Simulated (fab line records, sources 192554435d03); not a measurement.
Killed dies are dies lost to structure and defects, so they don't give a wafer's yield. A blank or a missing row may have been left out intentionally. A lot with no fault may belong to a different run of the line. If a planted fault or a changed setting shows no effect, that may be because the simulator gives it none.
Chamber matching :: flow n5_finfet :: N5_BEOL_M10_CURE_71 on uv_cure-01 has 3 sister chambers
The step cures SiCOH lowk, time 240 s. 3 wafers are shown with their chamber, then 9 later ones without.

WAFERS, EACH WITH ITS CHAMBER
wafer: L076.6
chamber: 1
lamp_power_pct (%): 52.20

wafer: L084.5
chamber: 0
lamp_power_pct (%): 52.30

wafer: L086.4
chamber: 2
lamp_power_pct (%): 52.35

WAFERS WITHOUT THEIR CHAMBER
wafer: L090.1
lamp_power_pct (%): 52.18

wafer: L090.2
lamp_power_pct (%): 52.30

wafer: L090.4
lamp_power_pct (%): 52.24

wafer: L093.3
lamp_power_pct (%): 52.40

wafer: L093.4
lamp_power_pct (%): 52.29

wafer: L093.6
lamp_power_pct (%): 52.33

wafer: L095.1
lamp_power_pct (%): 52.36

wafer: L095.3
lamp_power_pct (%): 52.35

wafer: L095.6
lamp_power_pct (%): 52.37

WHICH CHAMBER EACH ONE RAN IN
wafer: L090.1
from the rows above: 1
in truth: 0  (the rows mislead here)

wafer: L090.2
from the rows above: 0
in truth: 0

wafer: L090.4
from the rows above: can't be placed: 1 or 0
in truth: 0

wafer: L093.3
from the rows above: 2
in truth: 2

wafer: L093.4
from the rows above: 0
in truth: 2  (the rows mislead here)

wafer: L093.6
from the rows above: can't be placed: 2 or 0
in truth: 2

wafer: L095.1
from the rows above: 2
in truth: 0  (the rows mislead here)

wafer: L095.3
from the rows above: 2
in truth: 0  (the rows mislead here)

wafer: L095.6
from the rows above: 2
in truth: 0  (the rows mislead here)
Placed correctly: 2 of 9. Can't be placed from these rows: 2 (the true chamber is among the candidates in 2). Wrongly placed: 5.
How it was worked out, from the rows above alone: a wafer's distance from a chamber is the root of the sum, over the readings, of the square of ((its reading less the chamber's mean) divided by the reading's scatter). If the next closest chamber is less than 2 further off than the closest, the wafer can't be placed; otherwise it belongs to the closest. The mean given for a chamber averages the wafers shown for that chamber. The scatter: with one shown wafer a chamber, the root of the mean of the squares of how far each hidden wafer lies from its nearest shown one.
